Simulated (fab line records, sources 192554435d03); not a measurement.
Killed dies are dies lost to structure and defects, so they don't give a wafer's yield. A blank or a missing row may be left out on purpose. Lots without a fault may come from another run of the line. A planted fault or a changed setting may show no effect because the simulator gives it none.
Chamber matching | flow n5_finfet | N5_BEOL_M12_DESCUM_15 on rie_diel-04: 4 sister chambers
The step chemistry O2, time 7.9 s. 14 wafers are shown with their chamber, then 7 later ones without.

WAFERS WITH THEIR CHAMBER
wafer  | chamber | showerhead_plenum_p_Torr (Torr) | drypump_motor_current_A (A) | oes_product_au (a.u.)
L076.3 | 1       | 2.14                            | 5.3                         | 0.70
L076.4 | 0       | 1.97                            | 5.9                         | 0.68
L076.6 | 3       | 1.97                            | 5.6                         | 0.69
L075.3 | 1       | 2.14                            | 5.3                         | 0.69
L075.4 | 2       | 2.04                            | 4.8                         | 0.85
L075.6 | 3       | 1.96                            | 5.7                         | 0.68
L085.2 | 3       | 1.96                            | 5.6                         | 0.68
L085.4 | 3       | 1.96                            | 5.6                         | 0.67
L085.6 | 0       | 1.96                            | 5.9                         | 0.67
L087.1 | 1       | 2.14                            | 5.3                         | 0.97
L087.2 | 2       | 2.04                            | 4.8                         | 0.81
L087.6 | 0       | 1.96                            | 5.9                         | 0.66
L084.1 | 1       | 2.14                            | 5.3                         | 0.97
L084.5 | 0       | 1.96                            | 5.8                         | 0.67

SIGNATURES (means of the wafers above)
reading                  | chamber 0 | chamber 1 | chamber 2 | chamber 3 | scatter within a chamber
showerhead_plenum_p_Torr | 1.9625    | 2.1400    | 2.0400    | 1.9625    | 0.00387
drypump_motor_current_A  | 5.875     | 5.300     | 4.800     | 5.625     | 0.0387
oes_product_au           | 0.6700    | 0.8325    | 0.8300    | 0.6800    | 0.0877
Rule: a wafer's distance from a chamber is the root of the sum, over the readings, of the square of ((its reading less the chamber's mean) divided by the reading's scatter). The wafer belongs to the nearest chamber; if the next one is less than 2 further off, it can't be placed. The scatter: the root of (the sum of the squares of (reading less its chamber's mean) over the shown wafers, divided by (wafers less chambers)).

WAFERS WITHOUT THEIR CHAMBER
wafer  | showerhead_plenum_p_Torr (Torr) | drypump_motor_current_A (A) | oes_product_au (a.u.)
L084.6 | 2.14                            | 5.3                         | 0.97
L090.2 | 2.04                            | 4.8                         | 0.82
L090.3 | 2.14                            | 5.3                         | 0.97
L090.4 | 1.96                            | 5.9                         | 0.67
L096.1 | 2.13                            | 5.3                         | 0.91
L096.2 | 2.03                            | 4.8                         | 0.80
L096.4 | 2.13                            | 5.3                         | 0.91

WHICH CHAMBER EACH WENT THROUGH
wafer  | from the rows above | in truth
L084.6 | 1                   | 1
L090.2 | 2                   | 2
L090.3 | 1                   | 1
L090.4 | 0                   | 0
L096.1 | 1                   | 1
L096.2 | 2                   | 2
L096.4 | 1                   | 1
Placed correctly: 7 of 7. Can't be placed from these rows: 0. Placed wrongly: 0.
